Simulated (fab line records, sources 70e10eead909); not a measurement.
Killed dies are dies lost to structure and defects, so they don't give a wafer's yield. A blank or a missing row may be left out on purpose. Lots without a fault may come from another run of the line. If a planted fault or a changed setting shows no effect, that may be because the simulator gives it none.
A lot that was struck, set against a sound lot / flow nand harc / 21 steps out of a route of 1302
Sound: the wafers L313.1, L313.3, L313.4. Struck: wafers L320.4, L320.6. (L320.5 of the same lot was not struck and is left out.) The cause comes at the end.
Per side, at each step with rows, come the tool, then ch with its chambers, and then its first start. Under that, the readings that differ: sound wafers / struck wafers / difference of the means / sigmas: that difference in standard deviations of wafers without a fault.
alike: same words and numbers on both sides, and readings whose means sit less than 2 such deviations apart. not compared: any withheld reading, any reading some wafer has no value for, any bound like >300 that may hide the same value, and any number with overlapping values for which the record gives no deviation.
The two part at a step that has a row with sigmas, a row that says differs or no value, or rows on one side only. Numbers that don't overlap but have no deviation are shown without sigmas and don't part them. A reading that every wafer of one side lacks parts them only if that side has two wafers or more.

first, 9 steps without rows for these wafers: NHARC_THIN_TSV_PVD_24 (deposits Al, target thk 800 nm); NHARC_THIN_TSV_DEHYDRATE_25 (time 120 s); NHARC_THIN_TSV_HMDS_26 (time 30 s); NHARC_THIN_TSV_COAT_27; NHARC_THIN_TSV_SOFTBAKE_28 (time 95 s); NHARC_THIN_TSV_EBR_29; NHARC_THIN_TSV_EXPOSE_30 (exposes mask PAD); NHARC_THIN_TSV_PEB_31 (peb time 85 s); NHARC_THIN_TSV_DEVELOP_32 (time 70 s).
NHARC_THIN_TSV_CD_MEAS_33 targets a cd of 5000 nm.
  sound on cd sem-01 ch 0, day 25 19:25; struck on cd sem-02 ch 0, day 28 12:32
  alike: cd nm
then, 1 step without rows for these wafers: NHARC_THIN_TSV_HARDBAKE_34 (time 80 s).
NHARC_THIN_TSV_DESCUM_35: chemistry O2, time 3 s.
  sound on rie diel-09 ch 0,1,3, day 25 19:35; struck on rie diel-09 ch 0,1, day 28 12:44
  alike: drypump motor current A, oes product au, rf vpp V, showerhead plenum p Torr, throttle valve pct
  not compared: rf hours counter h
NHARC_THIN_TSV_ETCH_59: etches the open film in Cl2/BCl3, target depth 880 nm, time 138.1 s.
  sound on rie metal-02 ch 0,1, day 25 19:43; struck on rie metal-02 ch 1, day 28 12:56
  alike: drypump motor current A, he backside leak sccm, mfc cl2 sccm, oes product au, throttle valve pct
  not compared: rf hours counter h
NHARC_THIN_TSV_ETCH_36: etches the open film in Cl2/BCl3, target depth 65 nm, time 18.571 s.
  sound on rie metal-02 ch 0,1, day 25 19:58; struck on rie metal-02 ch 1, day 28 13:06
  alike: drypump motor current A, he backside leak sccm, oes product au
  not compared: rf hours counter h
NHARC_THIN_TSV_STRIP_56: strips in O2.
  sound on plasma asher-01 ch 0,1, day 25 20:04; struck on plasma asher-02 ch 0,1, day 28 13:19
  alike: drypump motor current A, heater power w
  not compared: rf hours counter h
then, 1 step without rows for these wafers: NHARC_THIN_TSV_STRIP_57 (strips in post etch residue remover, time 1200 s).
NHARC_THIN_TSV_CD_MEAS_37:
  sound on cd sem-02 at day 25 20:52; struck on cd sem-01 at day 28 13:59
  alike: cd nm
then, 1 step without rows for these wafers: NHARC_THIN_TSV_ANNEAL_58 (time 1800 s).
NHARC_THIN_TSV_INSPECT_40:
  sound on defect inspect-01 at day 26 01:23; struck on defect inspect-02 at day 28 17:25
reading=raw defect count; sound=514 518 395; struck=1303 1367; difference=+859; sigmas=+9
  not compared: hold
NHARC_END_WLT_00:
  sound on prober-02 at day 26 01:27; struck on prober-02 at day 29 01:55
  alike: VT_DECK1_BOTTOM, VT_DECK1_BOTTOM_INNER, VT_DECK1_MEDIAN_NEAR_BOTTOM, VT_DECK1_MEDIAN_NEAR_BOTTOM_INNER, VT_DECK1_MIDDLE, VT_DECK1_MIDDLE_INNER, VT_DECK1_TOP, VT_DECK1_TOP_INNER, VT_DECK2_BOTTOM, VT_DECK2_BOTTOM_INNER, VT_DECK2_MEDIAN_NEAR_BOTTOM, VT_DECK2_MEDIAN_NEAR_BOTTOM_INNER, VT_DECK2_MIDDLE, VT_DECK2_MIDDLE_INNER, VT_DECK2_TOP, VT_DECK2_TOP_INNER
  not compared: hold
NHARC_END_SORT_01:
  sound on prober-02 ch 0, day 26 04:25; struck on prober-01 ch 0, day 29 08:41
reading=hold; sound=- - -; struck=await dispo/2.1h/release await dispo/2.1h/release; difference=no value on the sound wafers; sigmas=
reading=defect limited yield (%); sound=95.0 93.8 92.9; struck=82.3 82.1; difference=-11.7; sigmas=-5
reading=killed at other; sound=0 0 0; struck=99 92; difference=+96; sigmas=+96
reading=killed dies; sound=34 42 48; struck=120 121; difference=+79; sigmas=+4
reading=sort_bin_2_pct (%); sound=1.6 2.4 2.4; struck=5.5 8.1; difference=+4.7; sigmas=+4
reading=sort_bin_3_pct (%); sound=0 0.1 0.9; struck=4.7 4.0; difference=+4.0; sigmas=+11
reading=sort_bin_4_pct (%); sound=3.4 3.7 3.8; struck=7.5 5.8; difference=+3.0; sigmas=+2
reading=sort n pass; sound=643 635 629; struck=557 556; difference=-79; sigmas=-4
reading=sort yield pct (%); sound=95.0 93.8 92.9; struck=82.3 82.1; difference=-11.7; sigmas=-5
  alike: killed at array, killed at periphery, killed open, killed short, sort rim yield pct

## WHERE THEY PART
First at NHARC_THIN_TSV_INSPECT_40; last, within this record, at NHARC_END_SORT_01.

WHY: whatever the simulator had introduced
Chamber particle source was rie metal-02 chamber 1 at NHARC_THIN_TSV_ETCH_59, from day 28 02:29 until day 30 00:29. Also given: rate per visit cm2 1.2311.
